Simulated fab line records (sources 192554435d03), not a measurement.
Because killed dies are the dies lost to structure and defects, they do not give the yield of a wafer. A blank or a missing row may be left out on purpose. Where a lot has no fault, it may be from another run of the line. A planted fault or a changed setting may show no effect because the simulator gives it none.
Matching of chambers -- flow n5 finfet -- rie diel-05 running N5_BEOL_M12_ETCH_68: 4 sister chambers
The step etches SOC in N2/H2, time 285 s. 4 wafers are shown with their chamber, then 8 later ones without.

WAFERS WITH THEIR CHAMBER
wafer,chamber,showerhead plenum p Torr (Torr)
L074.4,1,2.47
L088.1,2,2.51
L088.3,3,2.45
L093.3,0,2.44

WAFERS WITHOUT THEIR CHAMBER
wafer,showerhead plenum p Torr (Torr)
L093.4,2.44
L093.6,2.44
L094.1,2.44
L094.5,2.44
L094.6,2.50
L097.3,2.43
L097.5,2.50
L097.6,2.44

CHAMBER TAKEN BY EACH
wafer,from the rows above,in truth
L093.4,can't be placed: 0 or 3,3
L093.6,can't be placed: 0 or 3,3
L094.1,can't be placed: 0 or 3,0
L094.5,can't be placed: 0 or 3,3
L094.6,2,2
L097.3,can't be placed: 0 or 3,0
L097.5,2,2
L097.6,can't be placed: 0 or 3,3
2 of 8 placed correctly. Can't be placed from these rows: 6 (the true chamber is among the candidates in 6). Number placed wrongly: 0.
How it was worked out, from the rows above alone: a wafer's distance from a chamber is the root of the sum, over the readings, of the square of ((its reading less the chamber's mean) divided by the reading's scatter). If the next closest chamber is less than 2 further off than the closest, the wafer can't be placed; otherwise it belongs to the closest. The mean given for a chamber averages the wafers shown for that chamber. The scatter (one wafer shown for each chamber): square how far every hidden wafer sits from the nearest shown wafer, average those squares and take the square root.
